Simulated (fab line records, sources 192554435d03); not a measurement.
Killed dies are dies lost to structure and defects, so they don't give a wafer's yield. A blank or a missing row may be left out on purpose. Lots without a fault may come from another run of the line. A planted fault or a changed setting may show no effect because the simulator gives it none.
Split-lot experiment | flow n5_finfet | 7 lots, 21 wafers read, on a route of 1938 steps

THE SPLIT
At N5_PASSIVATION_ETCH_54 (etches SiO2 in CHF3/O2, target depth 880 nm, time 440 s), the setting time_s was moved away from the recipe's 440 s on 8 of the 21 wafers read, by -17.3% to +18.2%. The other wafers ran this setting at the recipe's value.

The reading is taken at the split's own step.

THE READING
PASSIVATION.feature_depth_nm (the simulator's own value, which no gauge read), in nm, at N5_PASSIVATION_ETCH_54 (etches SiO2 in CHF3/O2, target depth 880 nm, time 440 s). The file gives no usual value for it. The 13 wafers here that ran the recipe average 877.8 nm, standard deviation 14 nm.

wafer  | tool, chamber at the split | time_s as run, s | against the recipe | PASSIVATION.feature_depth_nm, nm | against lot-mates on the recipe
L078.2 | rie_diel-04, 3             | 440              | recipe             | 864.4                            | -
L078.3 | rie_diel-04, 0             | 369.7            | -16.0%             | 753.6                            | -109.5
L078.4 | rie_diel-04, 3             | 440              | recipe             | 861.8                            | -
L079.3 | rie_diel-05, 3             | 440              | recipe             | 880.6                            | -
L079.4 | rie_diel-05, 1             | 440              | recipe             | 881.8                            | -
L079.6 | rie_diel-05, 3             | 490.1            | +11.4%             | 975.8                            | +94.6
L085.2 | rie_diel-01, 1             | 363.7            | -17.3%             | 726.4                            | -153.4
L085.3 | rie_diel-01, 0             | 440              | recipe             | 879.8                            | -
L085.6 | rie_diel-01, 3             | 363.7            | -17.3%             | 729.8                            | -150.0
L089.1 | rie_diel-04, 0             | 440              | recipe             | 904.2                            | -
L089.3 | rie_diel-04, 2             | 519.9            | +18.2%             | 1054                             | +149.8
L089.5 | rie_diel-04, 2             | 519.9            | +18.2%             | 1048                             | +143.8
L090.3 | rie_diel-04, 2             | 474.4            | +7.8%              | 963.8                            | +65.8
L090.5 | rie_diel-04, 0             | 474.4            | +7.8%              | 974.4                            | +76.4
L090.6 | rie_diel-04, 3             | 440              | recipe             | 898                              | -
L088.2 | rie_diel-01, 2             | 440              | recipe             | 888                              | -
L088.3 | rie_diel-01, 1             | 440              | recipe             | 876.6                            | -
L088.5 | rie_diel-01, 0             | 440              | recipe             | 876.4                            | -
L093.2 | rie_diel-05, 2             | 440              | recipe             | 852.2                            | -
L093.3 | rie_diel-05, 3             | 440              | recipe             | 865.2                            | -
L093.5 | rie_diel-05, 1             | 440              | recipe             | 882.6                            | -

THE FIT
A straight line over all 21 wafers: PASSIVATION.feature_depth_nm changes by +9.02 nm for each +1% of time_s; r = +0.99; the points scatter about the line by 14 nm.
The same after taking each lot's own level away (the mean of its wafers on the recipe; 21 wafers): +8.21 nm for each +1%; r = +0.99; scatter 8.5 nm.
On that fit, the largest move of time_s shifts the reading by 1.5e+02 nm.
The lots' own levels span 863.10 to 904.20 nm, that is 3.0 times the standard deviation above.
So the lot-to-lot level changes the slope little: the two slopes agree.
Check: with one of the wafers moved furthest among these (+18.2%) left out of the fit, the line predicts +150 nm for it against its lot-mates. It came out at +150 nm against them.

OTHER SPLITS ON THESE WAFERS
These wafers also went through other splits before the reading. Each is held against what the fit with the lots' levels taken away leaves over:
other split on the same wafers     | wafers away from the commonest value | r with PASSIVATION.feature_depth_nm (lot level and that fit taken away)
N5_MIM_TOP_ETCH_ETCH_00 bias_w     | 6                                    | +0.06
N5_PASSIVATION_EXPOSE_07 dose_mj   | 8                                    | +0.10
N5_PASSIVATION_PASS_ETCH_47 time_s | 5                                    | -0.03

THE WHOLE CHAIN: every reading that the file lists as answering this split, in the file's order
step                   | what it does                                            | reading                                                                       | change (the file's fit)              | r (the file's)
N5_PASSIVATION_ETCH_54 | etches SiO2 in CHF3/O2, target depth 880 nm, time 440 s | etch.depth_nm (the simulator's own value, which no gauge read)                | +8.06 nm for each +1% of the setting | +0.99
N5_PASSIVATION_ETCH_54 | etches SiO2 in CHF3/O2, target depth 880 nm, time 440 s | PASSIVATION.feature_depth_nm (the simulator's own value, which no gauge read) | +8.06 nm for each +1% of the setting | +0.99

THE FILE'S OWN FIT
PASSIVATION.feature_depth_nm changes by +8.06 nm for each +1% of time_s, r = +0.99.
